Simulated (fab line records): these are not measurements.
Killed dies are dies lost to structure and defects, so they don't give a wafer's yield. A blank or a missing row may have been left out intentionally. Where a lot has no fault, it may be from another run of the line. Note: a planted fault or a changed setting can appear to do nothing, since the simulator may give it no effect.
fab line records	flow nand_harc
record: lots: 5	wafers: 15	last_day: 24
route steps=1159 shown P_GATE@126
lots untouched by any fault: they come from a run of this same line in which no faults occurred
start_h: hours from the record's opening day to when the first of the lot's shown wafers began	wait_h: how many hours have passed since the lot's step before this one	" identical to the entry in the row above	L1.1+2: a single row standing in for several wafers	- no value, or no start was given	* or withheld: withheld	< > ~ a bound
route shown NAME@n: a module of which the file shows steps, and the number in the route of the first	usual: mean and standard deviation over wafers with no fault	same: alike in all rows	chamber/n: place in a boat	sites: per-site readings	_std_site: the standard deviation of these	_edge_site: outer sites' mean less inner sites'	radius_mm: how far each site lies from the wafer's centre	mask NAME#n: copy n	behind: the most recent tool/chamber to have shaped the wafer	hold: reason for holding the lot/hours on hold/outcome of the hold	device: whichever transistor did not switch (one of n, p or np)	end of line: the route-end tests of the same wafers	a step with no rows: only its recipe	killed: dies that structure and defects cost at the first sort, which is not the same as the wafer's yield	map: shows each die of a wafer: x if killed, . if not, _ if none is there
set.NAME: the run value of the setting; set.NAME@STEP: its run value at that earlier step	model.NAME: the simulator's own value behind a step, which no gauge read
lots at some steps of the route; a table a step, a row a wafer
services: from which hour (start_h, from the record's first day; less than 0 if before it) a tool's chamber was out of use, for how many hours, and why
== steps ==
step: NHARC_P_GATE_STRIP_15
recipe: time_s: 780	temp_c: 130	chemistry: SPM
step: NHARC_P_GATE_PRECLEAN_71
recipe: time_s: *	temp_c: 50	bath_age_min: 0	chemistry: SC1
step: NHARC_P_GATE_SRD_72
step: NHARC_P_GATE_OXIDE_16
recipe: target_thk_a: 30	temp_c: 875	ox_time_s: 392	material: SiO2
step: NHARC_P_GATE_CVD_17
recipe: target_thk_a: 1500	temp_c: 620	time_s: 900	material: poly-Si
step: NHARC_P_GATE_HM_DEP_102
recipe: target_thk_a: 1200	temp_c: 400	material: aC
usual: throttle_valve_pct: 35.001/0.0088
lot.wafer	tool	chamber	start_h	wait_h	throttle_valve_pct
L726.2	acl_dep-01	0	96.20	0.6	35.008
L726.3	"	0	"	"	35.010
L726.4	"	0	"	"	35.027
L732.3	acl_dep-03	0	121.43	0.6	35.000
L732.5	"	0	"	"	35.002
L732.6	"	0	"	"	34.979
L738.2	acl_dep-02	0	164.16	0.5	34.992
L738.3	"	0	"	"	35.006
L738.4	"	0	"	"	34.993
L744.2	acl_dep-02	0	201.99	1.3	34.992
L744.5	"	0	"	"	35.004
L744.6	"	0	"	"	35.008
L748.3	acl_dep-02	0	226.34	0.6	35.007
L748.5	"	0	"	"	35.007
L748.6	"	0	"	"	34.996
step: NHARC_P_GATE_DEP_103
recipe: target_thk_a: 300	target_thk_nm: 30	temp_c: 400	flow_sccm: 200	rf_w: 350	material: SiON
usual: heater_power_w: 727/64	rf_fwd_power_W: 348.7/1.1
lot.wafer	tool	chamber	start_h	wait_h	heater_power_w	rf_fwd_power_W	since_wet_clean_h
L726.2	pecvd-04	2	96.76	0.5	731	349.1	68
L726.3	"	1	"	"	861	348.1	68
L726.4	"	0	"	"	773	349.2	-
L732.3	pecvd-01	2	122.06	0.5	818	348.0	53
L732.6	"	0	"	"	612	349.7	-
L732.5	"	1	"	"	787	350.0	-
L738.2	pecvd-01	1	164.73	0.5	705	347.9	96
L738.3	"	2	"	"	684	347.1	96
L738.4	"	2	"	"	699	347.7	-
L744.2	pecvd-01	0	202.68	0.6	694	349.0	134
L744.5	"	1	"	"	773	348.8	-
L744.6	"	2	"	"	725	348.0	-
L748.3	pecvd-04	1	226.79	0.3	725	348.1	17
L748.6	"	1	"	"	707	348.1	-
L748.5	"	2	"	"	652	347.9	-
step: NHARC_P_GATE_DEHYDRATE_18
recipe: temp_c: 150	time_s: 120
step: NHARC_P_GATE_HMDS_19
recipe: time_s: 30
step: NHARC_P_GATE_COAT_20
recipe: spin_rpm: 1500	resist_thk_nm: 90
step: NHARC_P_GATE_SOFTBAKE_21
recipe: temp_c: 105	time_s: 55
step: NHARC_P_GATE_EBR_22
step: NHARC_P_GATE_EXPOSE_23
recipe: na: 1.35	target_cd_nm: 120	dose_mj: 93.91	mask_id: P_GATE
usual: stage_vel_mm_s: 500.00/0.24
same: na: 1.35
lot.wafer	tool	chamber	start_h	wait_h	mask	stage_vel_mm_s
L726.2	arfi_scanner-03	0	97.30	-	P_GATE#0	499.76
L726.3	"	0	"	"	P_GATE#0	499.80
L726.4	"	0	"	"	P_GATE#0	499.38
L732.3	arfi_scanner-02	0	122.55	-	P_GATE#0	500.10
L732.5	"	0	"	"	P_GATE#0	500.13
L732.6	"	0	"	"	P_GATE#0	500.51
L738.2	arfi_scanner-02	0	165.41	-	P_GATE_R1#0	499.83
L738.3	"	0	"	"	P_GATE_R1#0	500.16
L738.4	"	0	"	"	P_GATE_R1#0	499.79
L744.2	arfi_scanner-02	0	203.10	-	P_GATE#0	500.45
L744.5	"	0	"	"	P_GATE#0	500.05
L744.6	"	0	"	"	P_GATE#0	500.51
L748.3	arfi_scanner-03	0	227.22	-	P_GATE#0	499.77
L748.5	"	0	"	"	P_GATE#0	499.59
L748.6	"	0	"	"	P_GATE#0	499.76
step: NHARC_P_GATE_PEB_24
recipe: peb_temp_c: 100	peb_time_s: 65
step: NHARC_P_GATE_DEVELOP_25
recipe: develop_time_s: 35	dev_temp_c: 23
step: NHARC_P_GATE_CD_MEAS_26
recipe: target_cd_nm: 120	landing_energy_ev: 500
usual: cd_nm: 120.0/0.9
same: landing_energy_ev: 500
lot.wafer	tool	chamber	start_h	wait_h	cd_nm
L726.2	cd_sem-01	0	97.44	-	119.5
L726.3	"	0	"	"	119.5
L726.4	"	0	"	"	119.6
L732.3	cd_sem-01	0	122.68	-	120.6
L732.5	"	0	"	"	119.9
L732.6	"	0	"	"	119.7
L738.2	cd_sem-01	0	165.55	-	115.4
L738.3	"	0	"	"	114.8
L738.4	"	0	"	"	115.3
L744.2	cd_sem-03	0	203.24	-	120.1
L744.5	"	0	"	"	120.2
L744.6	"	0	"	"	120.9
L748.3	cd_sem-02	0	227.36	-	119.3
L748.5	"	0	"	"	118.6
L748.6	"	0	"	"	118.9
step: NHARC_P_GATE_OVL_MEAS_27
usual: overlay_x_nm: 0.0/0.92	overlay_y_nm: 0.1/0.86
lot.wafer	tool	chamber	start_h	wait_h	overlay_x_nm	overlay_y_nm
L726.2	overlay-02	-	97.53	-	-0.9	-0.7
L726.3	"	-	"	"	-0.7	-0.8
L726.4	"	-	"	"	-0.4	-0.7
L732.3	overlay-02	-	122.77	-	-0.3	1.0
L732.5	"	-	"	"	-0.2	1.2
L732.6	"	-	"	"	-0.6	1.5
L738.2	overlay-01	-	165.64	-	0.4	-0.8
L738.3	"	-	"	"	0.7	-0.3
L738.4	"	-	"	"	0.8	-0.6
L744.2	overlay-01	-	203.32	-	0.5	0.1
L744.5	"	-	"	"	0.6	-0.5
L744.6	"	-	"	"	0.5	0.0
L748.3	overlay-01	-	227.45	-	0.5	0.2
L748.5	"	-	"	"	0.7	-0.1
L748.6	"	-	"	"	0.7	-0.7
step: NHARC_P_GATE_INSPECT_28
usual: raw_defect_count: 6/3.2
lot.wafer	tool	chamber	start_h	wait_h	raw_defect_count
L726.2	defect_inspect-01	-	97.56	0.0	5
L726.3	"	-	"	"	6
L726.4	"	-	"	"	3
L732.3	defect_inspect-01	-	122.80	0.0	2
L732.5	"	-	"	"	10
L732.6	"	-	"	"	4
L738.2	defect_inspect-02	-	165.69	0.1	10
L738.3	"	-	"	"	10
L738.4	"	-	"	"	6
L744.2	defect_inspect-01	-	203.36	0.0	5
L744.5	"	-	"	"	4
L744.6	"	-	"	"	10
L748.3	defect_inspect-01	-	227.50	0.1	5
L748.5	"	-	"	"	7
L748.6	"	-	"	"	3
step: NHARC_P_GATE_DESCUM_31
recipe: time_s: 3	o2_flow_sccm: 200	ar_flow_sccm: 0	bias_power_w: 0	chemistry: O2
usual: drypump_motor_current_A: 5.9/0.35	o2_flow_sccm: 200.1/0.66	oes_product_au: 0.999/0.0091	rf_vpp_V: 57.7/0.91	showerhead_plenum_p_Torr: 1.92/0.073	throttle_valve_pct: 11.310/0.0086
lot.wafer	tool	chamber	start_h	wait_h	drypump_motor_current_A	o2_flow_sccm	oes_product_au	rf_hours_counter_h	rf_vpp_V	showerhead_plenum_p_Torr	throttle_valve_pct	model.P_GATE.cd_nm
L726.2	rie_diel-02	0	97.62	0.1	6.1	200.1	0.978	43	55.6	1.85	11.325	118.6
L726.3	"	2	"	"	5.2	199.3	0.996	42	58.2	1.91	11.329	119.3
L726.4	"	3	"	"	6.3	200.7	0.987	40	58.0	1.95	11.302	118.8
L732.3	rie_diel-07	3	122.94	0.1	6.1	199.9	1.001	11	57.3	1.83	11.313	119.5
L732.5	"	1	"	"	5.9	201.9	0.997	-	58.6	2.02	11.329	119.7
L732.6	"	2	"	"	6.2	199.7	1.008	-	58.9	1.99	11.314	120
L738.4	rie_diel-06	0	165.75	0.1	6.5	200.7	0.982	31	57.2	1.90	11.310	116.1
L738.2	"	1	"	"	6.0	199.8	1.002	31	58.1	1.78	11.307	115.1
L738.3	"	3	"	"	6.0	200.7	0.991	34	59.6	2.02	11.317	114.5
L744.2	rie_diel-06	1	203.44	0.1	6.0	200.2	0.997	47	56.9	1.77	11.296	119.5
L744.6	"	3	"	"	6.0	199.6	0.996	-	58.2	2.01	11.324	120.3
L744.5	"	0	"	"	6.4	199.9	1.002	-	57.5	1.89	11.309	120
L748.3	rie_diel-07	3	227.58	0.1	6.2	200.5	0.997	34	56.8	1.82	11.311	118.6
L748.5	"	0	"	"	5.6	199.7	1.006	-	58.2	1.97	11.301	119.1
L748.6	"	1	"	"	5.9	201.2	1.000	-	58.6	2.02	11.294	118.2
step: NHARC_P_GATE_ETCH_104
recipe: target_depth_a: 600	time_s: withheld	cf4_flow_sccm: 100	chf3_flow_sccm: 30	ar_flow_sccm: 0	rf_w: 500	bias_w: 200	chemistry: CF4/CHF3
usual: drypump_motor_current_A: 5.9/0.36	oes_product_au: 0.938/0.019	rf_fwd_power_W: 490/3.3	rf_vpp_V: 370.8/2	showerhead_plenum_p_Torr: 1.58/0.056	throttle_valve_pct: 16.802/0.0093
lot.wafer	tool	chamber	start_h	wait_h	drypump_motor_current_A	oes_product_au	rf_fwd_power_W	rf_vpp_V	showerhead_plenum_p_Torr	throttle_valve_pct
L726.2	rie_diel-02	1	97.71	0.1	5.4	0.921	488	369.4	1.54	16.797
L726.4	"	3	"	"	6.3	0.918	491	370.7	1.60	16.809
L726.3	"	0	"	"	6.0	0.908	495	367.9	1.52	16.804
L732.3	rie_diel-07	3	123.03	0.1	6.2	0.929	490	368.2	1.51	16.798
L732.6	"	2	"	"	6.2	0.929	489	372.8	1.63	16.804
L732.5	"	3	"	"	6.2	0.939	489	369.4	1.51	16.797
L738.3	rie_diel-06	3	165.84	0.1	6.0	0.931	493	372.5	1.65	16.794
L738.2	"	0	"	"	6.5	0.915	489	371.9	1.56	16.803
L738.4	"	1	"	"	6.0	0.922	492	367.3	1.47	16.795
L744.2	rie_diel-06	3	203.69	0.2	6.0	0.932	490	372.4	1.65	16.802
L744.5	"	1	"	"	6.0	0.956	491	368.9	1.46	16.812
L744.6	"	2	"	"	5.5	0.957	497	371.9	1.61	16.796
L748.3	rie_diel-07	3	227.65	0.1	6.2	0.977	490	367.5	1.50	16.815
L748.6	"	2	"	"	6.2	0.983	489	373.2	1.63	16.794
L748.5	"	3	"	"	6.2	0.968	489	367.5	1.50	16.797
step: NHARC_P_GATE_HM_OPEN_105
recipe: target_depth_a: 3600	o2_flow_sccm: 400	cos_flow_sccm: 20	ar_flow_sccm: 0	rf_w: 500	bias_w: 300	chemistry: O2/COS
usual: drypump_motor_current_A: 5.9/0.35	o2_flow_sccm: 400.0/1.1	oes_product_au: 0.998/0.0085	rf_fwd_power_W: 497.5/2	rf_vpp_V: 467.5/2.5	showerhead_plenum_p_Torr: 3.14/0.11	throttle_valve_pct: 28.330/0.0084
lot.wafer	tool	chamber	start_h	wait_h	drypump_motor_current_A	o2_flow_sccm	oes_product_au	rf_fwd_power_W	rf_hours_counter_h	rf_vpp_V	showerhead_plenum_p_Torr	throttle_valve_pct
L726.3	rie_diel-02	2	-	-	5.2	398.7	0.998	495.7	42	464.9	3.11	28.333
L726.2	"	3	"	"	6.3	399.3	0.991	495.2	41	468.9	3.18	28.330
L726.4	"	1	"	"	5.4	400.1	0.999	496.4	41	466.5	3.06	28.337
L732.3	rie_diel-07	3	-	-	6.2	398.9	0.991	494.5	11	464.5	3.00	28.320
L732.5	"	3	"	"	6.2	400.4	1.006	495.3	-	465.6	3.00	28.310
L732.6	"	0	"	"	5.7	399.5	1.011	500.8	-	470.5	3.22	28.329
L738.3	rie_diel-06	2	-	-	5.5	400.4	1.001	500.7	36	470.3	3.20	28.326
L738.2	"	3	"	"	6.0	400.9	1.004	496.4	34	471.2	3.28	28.330
L738.4	"	0	"	"	6.5	398.4	0.989	495.7	32	466.7	3.10	28.334
L744.2	rie_diel-06	2	-	-	5.5	402.5	1.002	499.7	52	469.0	3.19	28.342
L744.6	"	2	"	"	5.5	400.8	1.015	501.5	-	468.9	3.19	28.343
L744.5	"	3	"	"	6.0	398.4	0.995	496.7	-	470.3	3.28	28.334
L748.3	rie_diel-07	1	-	-	5.9	398.7	0.995	498.3	33	470.1	3.28	28.323
L748.5	"	2	"	"	6.2	400.1	1.010	496.0	-	469.5	3.23	28.327
L748.6	"	3	"	"	6.2	400.9	1.005	495.8	-	465.3	2.98	28.318
step: NHARC_P_GATE_STRIP_106
recipe: o2_flow_sccm: 400	cos_flow_sccm: 20	ar_flow_sccm: 0	bias_w: 0	chemistry: O2/COS
step: NHARC_P_GATE_ETCH_114
recipe: target_depth_a: 300	overetch_a: 30	time_s: 16.5	ion_energy_ev: 100	cf4_flow_sccm: 80	o2_flow_sccm: 20	ar_flow_sccm: 0	rf_w: 300	bias_w: 100	chemistry: CF4/O2
usual: drypump_motor_current_A: 5.9/0.36	o2_flow_sccm: 19.99/0.06	oes_product_au: 0.998/0.0082	rf_fwd_power_W: 293.5/1.8	rf_vpp_V: 198.0/1.3	showerhead_plenum_p_Torr: 1.34/0.049	throttle_valve_pct: 13.396/0.0089
lot.wafer	tool	chamber	start_h	wait_h	drypump_motor_current_A	o2_flow_sccm	oes_product_au	rf_fwd_power_W	rf_hours_counter_h	rf_vpp_V	showerhead_plenum_p_Torr	throttle_valve_pct	model.P_GATE.cd_nm
L726.2	rie_diel-02	2	-	-	5.2	19.97	0.996	293.5	42	197.8	1.33	13.381	120.3
L726.4	"	3	"	"	6.3	20.08	0.989	291.9	41	198.2	1.36	13.407	118.7
L726.3	"	0	"	"	6.0	19.98	0.973	297.0	43	197.7	1.29	13.400	119.1
L732.3	rie_diel-07	0	-	-	5.6	19.95	1.007	294.8	11	196.9	1.38	13.405	118.6
L732.5	"	2	"	"	6.2	20.04	0.995	292.1	-	199.7	1.39	13.400	120.2
L732.6	"	3	"	"	6.2	19.98	0.997	293.2	-	196.2	1.28	13.404	122.2
L738.2	rie_diel-06	0	-	-	6.4	19.97	0.988	292.7	32	196.3	1.32	13.401	116.2
L738.3	"	2	"	"	5.5	19.88	1.013	297.1	37	198.6	1.37	13.406	110.7
L738.4	"	3	"	"	6.0	19.98	1.004	291.5	35	199.0	1.41	13.402	114.8
L744.2	rie_diel-06	2	-	-	5.5	19.97	1.011	295.2	52	198.3	1.37	13.385	114.3
L744.6	"	2	"	"	5.5	19.96	0.999	296.3	-	197.9	1.37	13.393	113.9
L744.5	"	3	"	"	6.0	19.89	0.995	293.5	-	198.7	1.40	13.407	118.1
L748.3	rie_diel-07	2	-	-	6.2	19.95	1.004	292.2	32	198.3	1.38	13.383	120.2
L748.5	"	2	"	"	6.2	19.94	0.994	290.7	-	200.0	1.38	13.414	121.3
L748.6	"	3	"	"	6.1	19.96	0.992	292.9	-	196.1	1.27	13.398	118.7
step: NHARC_P_GATE_ETCH_32
recipe: target_depth_a: 1500	over_etch_frac: 1	over_etch_ion_energy_ev: 40	time_s: 100.1	hbr_flow_sccm: 150	cl2_flow_sccm: 50	rf_w: 400	icp_w: 400	bias_w: 100	chemistry: HBr/Cl2
usual: drypump_motor_current_A: 5.7/0.47	hbr_flow_sccm: 150.0/0.44	oes_product_au: 1.004/0.009	rf_fwd_power_W: 396.8/1.7	throttle_valve_pct: 26.406/0.0087
lot.wafer	tool	chamber	start_h	wait_h	drypump_motor_current_A	hbr_flow_sccm	oes_product_au	rf_fwd_power_W	rf_hours_counter_h	throttle_valve_pct
L726.4	rie_si-02	0	98.43	-	4.9	149.7	1.006	397.9	0.5	26.404
L726.3	"	1	"	"	6.4	150.4	0.993	397.3	0.5	26.405
L726.2	"	2	"	"	5.7	150.0	1.007	397.9	0.4	26.415
L732.3	rie_si-03	1	123.61	-	6.2	150.0	0.996	394.0	1.2	26.406
L732.6	"	2	"	"	6.4	149.7	1.001	395.6	-	26.405
L732.5	"	3	"	"	5.0	150.6	1.011	401.4	-	26.403
L738.2	rie_si-02	1	166.33	-	6.3	149.6	1.006	398.5	1.1	26.407
L738.3	"	2	"	"	5.7	149.2	1.000	397.9	1.0	26.427
L738.4	"	3	"	"	5.7	149.7	1.006	397.4	1.1	26.415
L744.2	rie_si-02	2	204.41	-	5.7	149.2	1.005	396.1	1.5	26.391
L744.6	"	3	"	"	5.7	150.0	1.003	398.0	-	26.408
L744.5	"	0	"	"	4.9	150.8	1.012	396.4	-	26.400
L748.3	rie_si-06	0	228.06	-	5.8	150.0	0.994	396.2	0.3	26.402
L748.5	"	1	"	"	6.0	150.4	1.007	396.2	-	26.407
L748.6	"	0	"	"	5.8	150.9	1.003	395.7	-	26.421
== services ==
tool	chamber	start_h	hours	kind
rie_diel-06	0	73.32	-	clean
rie_diel-06	1	73.32	-	clean
rie_diel-06	2	73.32	-	clean
arfi_scanner-02	-	84.00	4.0	pm
pecvd-01	1	105.10	3.4	repair
acl_dep-01	-	112.54	13.0	pm
pecvd-04	2	120.73	1.9	repair
arfi_scanner-03	-	121.39	4.1	repair
rie_diel-06	1	134.09	5.1	repair
rie_diel-02	3	135.05	20.5	repair
rie_diel-07	2	137.40	8.3	repair
arfi_scanner-03	-	140.00	4.0	pm
arfi_scanner-02	-	143.22	8.4	repair
rie_diel-02	-	150.90	9.0	pm
arfi_scanner-02	-	153.52	2.5	repair
rie_si-03	-	155.00	9.0	pm
acl_dep-02	-	169.33	13.0	pm
rie_si-06	-	183.00	9.0	pm
rie_si-06	1	194.59	4.5	repair
pecvd-04	-	196.58	13.0	pm
rie_si-02	-	211.00	9.0	pm
rie_diel-07	1	223.61	3.3	repair
acl_dep-03	-	224.48	13.0	pm
rie_si-06	3	224.98	16.2	repair
== key ==
first_sign: step: NHARC_P_GATE_EXPOSE_23	reading: mask	direction: changed
effect: step: NHARC_P_GATE_CD_MEAS_26	reading: cd_nm	direction: down	sigmas: 5.4	usual: 120.0	struck: 115.2
model_effect: step: NHARC_P_GATE_DESCUM_31	value: P_GATE.cd_nm	without: 118.4	struck: 115.2
model_effect: step: NHARC_P_GATE_ETCH_114	value: P_GATE.cd_nm	without: 117	struck: 113.9
met_at NHARC_P_GATE_EXPOSE_23
struck_wafers L738.2,L738.3,L738.4
tester_left_out L738
onset_between 122.55 165.41
fault: kind: wrong_mask	tool: any	chamber: -	onset_h: 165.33	steps: NHARC_P_GATE_EXPOSE_23	aux_copy: P_GATE_R1#0	cd_offset_nm: -3.1394	scope: struck_lots_only
tester_left_out: of these lots the tester's yield and bins aren't shown, on N5 and GAA mostly nor the transistor test; their killed dies are dies lost to structure and defects alone, not to doping, threshold or leakage, so they don't give the yield
